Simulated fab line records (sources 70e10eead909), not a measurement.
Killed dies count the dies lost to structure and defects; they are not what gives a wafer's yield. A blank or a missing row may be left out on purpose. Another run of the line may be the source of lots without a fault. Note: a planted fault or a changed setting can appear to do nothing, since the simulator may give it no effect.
Comparing a struck lot with a sound one | flow nand-harc | 18 steps out of a route of 1302
Sound: the wafers L484.4, L484.5, L484.6. Wafers struck: L501.1, L501.5, L501.6. Last of all comes the cause.
Order at every step that has rows: each side's tool, ch and its chambers, its first start. Under that, the readings that differ: sound wafers | struck wafers | difference of the means | sigmas: that difference in standard deviations of wafers without a fault.
alike: readings with means less than 2 such deviations apart, plus words and numbers identical on both sides. not compared: withheld readings, readings lacking a value on some wafer, bounds such as >300 that could conceal the same value, and numbers that have no deviation in the record and whose values overlap.
The two part at a step that has a row with sigmas, a row that says differs or no value, or rows on one side only. Numbers that have no deviation but don't overlap get no sigmas and don't part them. A reading missing from all wafers of one side parts the sides only when that side holds two or more wafers.

first, 6 steps without rows for these wafers: NHARC_THIN_TSV_COAT_27; NHARC_THIN_TSV_SOFTBAKE_28 (time 95 s); NHARC_THIN_TSV_EBR_29; NHARC_THIN_TSV_EXPOSE_30 (exposes mask PAD); NHARC_THIN_TSV_PEB_31 (peb time 85 s); NHARC_THIN_TSV_DEVELOP_32 (time 70 s).
NHARC_THIN_TSV_CD_MEAS_33: target cd 5000 nm.
  sound on cd-sem-03 ch 0, day 26 09:05; struck on cd-sem-03 ch 0, day 32 20:11
  alike: cd-nm
then, 1 step without rows for these wafers: NHARC_THIN_TSV_HARDBAKE_34 (time 80 s).
NHARC_THIN_TSV_DESCUM_35: chemistry O2, time 3 s.
  sound on rie-diel-10 ch 0,1, day 26 09:14; struck on rie-diel-08 ch 1,2,3, day 32 20:22
  alike: drypump-motor-current-A, oes-product-au, rf-vpp-V, showerhead-plenum-p-Torr, throttle-valve-pct
  not compared: rf-hours-counter-h
NHARC_THIN_TSV_ETCH_59: etches the open film in Cl2/BCl3, target depth 880 nm, time 138.1 s.
  sound on rie-metal-02 ch 0,1, day 26 09:29; struck on rie-metal-02 ch 0,1, day 32 20:31
  alike: drypump-motor-current-A, oes-product-au, rf-fwd-power-W, throttle-valve-pct
  not compared: rf-hours-counter-h
NHARC_THIN_TSV_ETCH_36: etches the open film in Cl2/BCl3, target depth 65 nm, time 18.571 s.
  sound on rie-metal-02 ch 0,1, day 26 09:38; struck on rie-metal-02 ch 0,1, day 32 20:44
  alike: drypump-motor-current-A, oes-product-au
  not compared: rf-hours-counter-h
NHARC_THIN_TSV_STRIP_56: strips in O2.
  sound on plasma-asher-01 ch 0,1, day 26 09:49; struck on plasma-asher-01 ch 0,1, day 32 20:53
  alike: drypump-motor-current-A, heater-power-w
  not compared: rf-hours-counter-h
NHARC_THIN_TSV_STRIP_57: strips in post etch residue remover, time 1200 s.
  sound on wet-bench-10 ch 1,4,6, day 26 10:05; struck on wet-bench-10 ch 1,5,7, day 32 21:11
  alike: bath-guard-temp-C
NHARC_THIN_TSV_CD_MEAS_37:
  sound on cd-sem-01, day 26 10:32; struck on cd-sem-02, day 32 21:38
  alike: cd-nm
then, 1 step without rows for these wafers: NHARC_THIN_TSV_ANNEAL_58 (time 1800 s).
NHARC_THIN_TSV_INSPECT_40:
  sound on defect-inspect-01, day 26 15:11; struck on defect-inspect-02, day 33 02:07
  reading          | sound       | struck         | difference | sigmas
  raw-defect-count | 602 722 763 | 1136 1035 1085 | +390       | +4
NHARC_END_WLT_00:
  sound on prober-02, day 26 16:43; struck on prober-02, day 33 02:11
  reading               | sound             | struck            | difference | sigmas
  VT_DECK2_BOTTOM       | 0.870 0.861 0.875 | 0.858 0.853 0.850 | -0.015     | -2
  VT_DECK2_BOTTOM_INNER | 0.869 0.868 0.872 | 0.858 0.854 0.851 | -0.015     | -2
  VT_DECK2_MIDDLE       | 0.885 0.887 0.886 | 0.871 0.872 0.868 | -0.016     | -2
  VT_DECK2_TOP          | 0.892 0.903 0.900 | 0.889 0.879 0.879 | -0.016     | -2
  alike: VT_DECK1_BOTTOM, VT_DECK1_BOTTOM_INNER, VT_DECK1_MEDIAN_NEAR_BOTTOM, VT_DECK1_MEDIAN_NEAR_BOTTOM_INNER, VT_DECK1_MIDDLE, VT_DECK1_MIDDLE_INNER, VT_DECK1_TOP, VT_DECK1_TOP_INNER, VT_DECK2_MEDIAN_NEAR_BOTTOM, VT_DECK2_MEDIAN_NEAR_BOTTOM_INNER, VT_DECK2_MIDDLE_INNER, VT_DECK2_TOP_INNER
NHARC_END_SORT_01:
  only the struck wafers appear in the record here, on prober-02 ch 0 at day 33 05:10; the sound ones have no rows

## WHERE THEY PART
At NHARC_THIN_TSV_INSPECT_40 first; at NHARC_END_SORT_01 last (within this record only).

WHY: whatever the simulator had introduced
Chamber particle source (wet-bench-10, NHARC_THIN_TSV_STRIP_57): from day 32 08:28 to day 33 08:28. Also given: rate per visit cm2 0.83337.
